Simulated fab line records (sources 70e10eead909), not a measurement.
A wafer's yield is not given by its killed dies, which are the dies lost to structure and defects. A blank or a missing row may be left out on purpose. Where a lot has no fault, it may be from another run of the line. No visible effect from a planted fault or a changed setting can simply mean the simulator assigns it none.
Chamber matching :: flow nand_harc :: rie_diel-01 running NHARC_A_STAIRCASE_TRIM_187: 4 sister chambers
The step chemistry O2, time 211.2 s. 4 wafers are shown with their chamber, then 9 later ones without.

== WAFERS PAIRED WITH THEIR CHAMBERS ==
wafer: L083.3
chamber: 1
showerhead_plenum_p_Torr (Torr): 3.70

wafer: L089.1
chamber: 3
showerhead_plenum_p_Torr (Torr): 3.54

wafer: L089.2
chamber: 2
showerhead_plenum_p_Torr (Torr): 3.46

wafer: L089.4
chamber: 0
showerhead_plenum_p_Torr (Torr): 3.62

== WAFERS MISSING THEIR CHAMBER ==
wafer: L090.1
showerhead_plenum_p_Torr (Torr): 3.46

wafer: L090.2
showerhead_plenum_p_Torr (Torr): 3.62

wafer: L090.6
showerhead_plenum_p_Torr (Torr): 3.69

wafer: L091.1
showerhead_plenum_p_Torr (Torr): 3.54

wafer: L091.5
showerhead_plenum_p_Torr (Torr): 3.62

wafer: L091.6
showerhead_plenum_p_Torr (Torr): 3.54

wafer: L095.1
showerhead_plenum_p_Torr (Torr): 3.61

wafer: L095.2
showerhead_plenum_p_Torr (Torr): 3.53

wafer: L095.3
showerhead_plenum_p_Torr (Torr): 3.45

== EACH ONE'S CHAMBER ==
wafer: L090.1
from the rows above: 2
in truth: 2

wafer: L090.2
from the rows above: 0
in truth: 0

wafer: L090.6
from the rows above: 1
in truth: 1

wafer: L091.1
from the rows above: 3
in truth: 3

wafer: L091.5
from the rows above: 0
in truth: 0

wafer: L091.6
from the rows above: 3
in truth: 3

wafer: L095.1
from the rows above: 0
in truth: 0

wafer: L095.2
from the rows above: 3
in truth: 3

wafer: L095.3
from the rows above: 2
in truth: 2
Correct placement for 9 of the 9. Number that these rows cannot place: 0. Wrongly placed: 0.
How it was worked out, from the rows above alone: a wafer's distance from a chamber is the root of the sum, over the readings, of the square of ((its reading less the chamber's mean) divided by the reading's scatter). The wafer belongs to the nearest chamber; if the next one is less than 2 further off, it can't be placed. For every chamber, the mean is computed from those of its wafers that are shown. The scatter: root of mean squared gap, hidden wafer to nearest shown wafer, with one shown wafer a chamber.
